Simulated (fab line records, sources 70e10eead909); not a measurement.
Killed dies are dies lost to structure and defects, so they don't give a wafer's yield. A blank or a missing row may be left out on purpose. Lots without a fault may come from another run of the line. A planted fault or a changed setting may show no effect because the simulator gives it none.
Chamber matching | flow nand_harc | NHARC_A_CHANNEL_HOLE_D2_DESCUM_15 on rie_diel-09: 4 sister chambers
The step chemistry O2, time 3 s. 4 wafers are shown with their chamber, then 9 later ones without.

WAFERS WITH THEIR CHAMBER
wafer  | chamber | showerhead_plenum_p_Torr (Torr)
L137.1 | 0       | 1.86
L137.5 | 3       | 1.92
L142.4 | 2       | 1.77
L142.6 | 1       | 1.98

WAFERS WITHOUT THEIR CHAMBER
wafer  | showerhead_plenum_p_Torr (Torr)
L148.3 | 1.98
L148.5 | 1.86
L148.6 | 1.91
L150.2 | 1.98
L150.4 | 1.91
L150.6 | 1.91
L151.4 | 1.77
L151.5 | 1.98
L151.6 | 1.86

WHICH CHAMBER EACH WENT THROUGH
wafer  | from the rows above | in truth
L148.3 | 1                   | 1
L148.5 | 0                   | 0
L148.6 | 3                   | 3
L150.2 | 1                   | 1
L150.4 | 3                   | 3
L150.6 | 3                   | 3
L151.4 | 2                   | 2
L151.5 | 1                   | 1
L151.6 | 0                   | 0
Placed correctly: 9 of 9. Can't be placed from these rows: 0. Placed wrongly: 0.
How it was worked out, from the rows above alone: a wafer's distance from a chamber is the root of the sum, over the readings, of the square of ((its reading less the chamber's mean) divided by the reading's scatter). The wafer belongs to the nearest chamber; if the next one is less than 2 further off, it can't be placed. A chamber's mean is the mean of its shown wafers. The scatter: with one shown wafer a chamber, the root of the mean of the squares of how far each hidden wafer lies from its nearest shown one.
